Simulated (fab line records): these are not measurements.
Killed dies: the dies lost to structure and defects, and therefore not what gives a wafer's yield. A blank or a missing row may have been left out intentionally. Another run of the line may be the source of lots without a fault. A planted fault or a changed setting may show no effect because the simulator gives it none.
Struck lot and sound lot, side by side :: flow nandHarc :: 14 steps out of a route of 1159
Sound: the wafers L875.3, L875.4, L875.5. Struck: wafer L863.1; the same lot's L863.6 was not struck, so it is left out; see the end for the cause.
Each step with rows lists, per side, the tool, then ch with its chambers, then its first start. Under that, the readings that differ: sound wafers :: struck wafers :: difference of the means :: sigmas: that difference in standard deviations of wafers without a fault.
alike: words and numbers the same on both sides, and readings whose means are apart by under 2 such deviations; not compared: readings that were withheld, readings missing a value for some wafer, numbers with overlapping values and no deviation given by the record, and bounds like >300 which may hide the same value.
The two part at a step that has a row with sigmas, a row that says differs or no value, or rows on one side only. Numbers that don't overlap but have no deviation are shown without sigmas and don't part them. Lack of a reading on every wafer of one side parts them only where that side has two or more wafers.

first, 1 step without rows for these wafers: NHARC_A_ONON_D1_DEP_03 (target thk 1000 nm).
NHARC_A_ONON_D1_THK_MEAS_05: measures by ellipsometry.
  sound on filmMetro-02, day 11 12:06; struck on filmMetro-01, day 8 12:01
  alike: thkNm
following that, 1 step holds no rows for these wafers, namely NHARC_A_ONON_D1_DEP_06 (target thickness 1000 nm).
NHARC_A_ONON_D1_THK_MEAS_08: measures by ellipsometry.
  sound on filmMetro-01, day 11 12:40; struck on filmMetro-01, day 8 12:35
reading: thkNm (nm)
sound: 1011 1011 1009
struck: 986
difference: -24
sigmas: -3
following that, 1 step holds no rows for these wafers, namely NHARC_A_ONON_D1_DEP_09 (target thickness 1000 nm).
NHARC_A_ONON_D1_THK_MEAS_11: measures by ellipsometry.
  sound on filmMetro-02, day 11 13:14; struck on filmMetro-01, day 8 13:10
  alike: thkNm
following that, 1 step holds no rows for these wafers, namely NHARC_A_ONON_D1_DEP_12 (target thickness 1000 nm).
NHARC_A_ONON_D1_THK_MEAS_14: measures by ellipsometry.
  sound on filmMetro-02, day 11 13:49; struck on filmMetro-02, day 8 13:47
  alike: thkNm
then, 2 steps without rows for these wafers: NHARC_A_ONON_D1_ANNEAL_15 (time 3600 s); NHARC_A_ONON_D1_DEP_16 (target thk 1000 nm).
NHARC_A_ONON_D1_THK_MEAS_18: measures by ellipsometry.
  sound on filmMetro-01, day 11 22:19; struck on filmMetro-02, day 8 20:58
  alike: thkNm
NHARC_A_ONON_D1_DEP_19: target thk 1000 nm.
  sound on pecvdOnon-03 ch 0, day 11 22:29; struck on pecvdOnon-02 ch 0, day 8 21:02
NHARC_A_ONON_D1_THK_MEAS_21: measures by ellipsometry.
  sound on filmMetro-01, day 11 22:53; struck on filmMetro-02, day 8 21:34
reading: thkNm (nm)
sound: 975 975 974
struck: 942
difference: -33
sigmas: -3
following that, 1 step holds no rows for these wafers, namely NHARC_A_ONON_D1_DEP_22 (target thickness 1000 nm).

WHERE THEY PART
First at NHARC_A_ONON_D1_THK_MEAS_08; last, within this record, at NHARC_A_ONON_D1_THK_MEAS_21.

WHY: whatever the simulator had introduced
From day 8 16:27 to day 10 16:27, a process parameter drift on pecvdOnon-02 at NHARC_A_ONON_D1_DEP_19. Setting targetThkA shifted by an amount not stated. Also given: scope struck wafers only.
